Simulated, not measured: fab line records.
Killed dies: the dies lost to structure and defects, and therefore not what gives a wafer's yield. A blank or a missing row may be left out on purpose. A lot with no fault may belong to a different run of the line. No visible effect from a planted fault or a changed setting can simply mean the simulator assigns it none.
Chamber matching || flow nand harc || NHARC_P_M1_DESCUM_14 on rie diel-02 has 4 sister chambers
The step chemistry O2, time 3 s. 4 wafers are shown with their chamber, then 7 later ones without.

## EACH WAFER AND ITS CHAMBER
{"wafer": "L575.5", "chamber": 3, "drypump motor current A (A)": 6.3}
{"wafer": "L578.3", "chamber": 0, "drypump motor current A (A)": 5.7}
{"wafer": "L579.3", "chamber": 2, "drypump motor current A (A)": 5.7}
{"wafer": "L579.5", "chamber": 1, "drypump motor current A (A)": 5.2}

## WAFERS WITH NO CHAMBER GIVEN
{"wafer": "L579.6", "drypump motor current A (A)": 5.7}
{"wafer": "L590.4", "drypump motor current A (A)": 5.7}
{"wafer": "L590.5", "drypump motor current A (A)": 5.8}
{"wafer": "L590.6", "drypump motor current A (A)": 5.2}
{"wafer": "L592.1", "drypump motor current A (A)": 5.2}
{"wafer": "L592.2", "drypump motor current A (A)": 6.3}
{"wafer": "L592.3", "drypump motor current A (A)": 5.7}

## WHICH CHAMBER EACH WENT THROUGH
{"wafer": "L579.6", "from the rows above": "can't be placed: 0 or 2", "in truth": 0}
{"wafer": "L590.4", "from the rows above": "can't be placed: 0 or 2", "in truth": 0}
{"wafer": "L590.5", "from the rows above": "can't be placed: 0 or 2", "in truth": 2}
{"wafer": "L590.6", "from the rows above": 1, "in truth": 1}
{"wafer": "L592.1", "from the rows above": 1, "in truth": 1}
{"wafer": "L592.2", "from the rows above": 3, "in truth": 3}
{"wafer": "L592.3", "from the rows above": "can't be placed: 0 or 2", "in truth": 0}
Correct placement for 3 of the 7. Unplaceable from these rows: 4, with the true chamber sitting among the candidates in 4. Placed wrongly: 0.
How it was worked out, from the rows above alone: a wafer's distance from a chamber is the root of the sum, over the readings, of the square of ((its reading less the chamber's mean) divided by the reading's scatter). The wafer belongs to the nearest chamber; if the next one is less than 2 further off, it can't be placed. For every chamber, the mean is computed from those of its wafers that are shown. The scatter (one wafer shown for each chamber): square how far every hidden wafer sits from the nearest shown wafer, average those squares and take the square root.
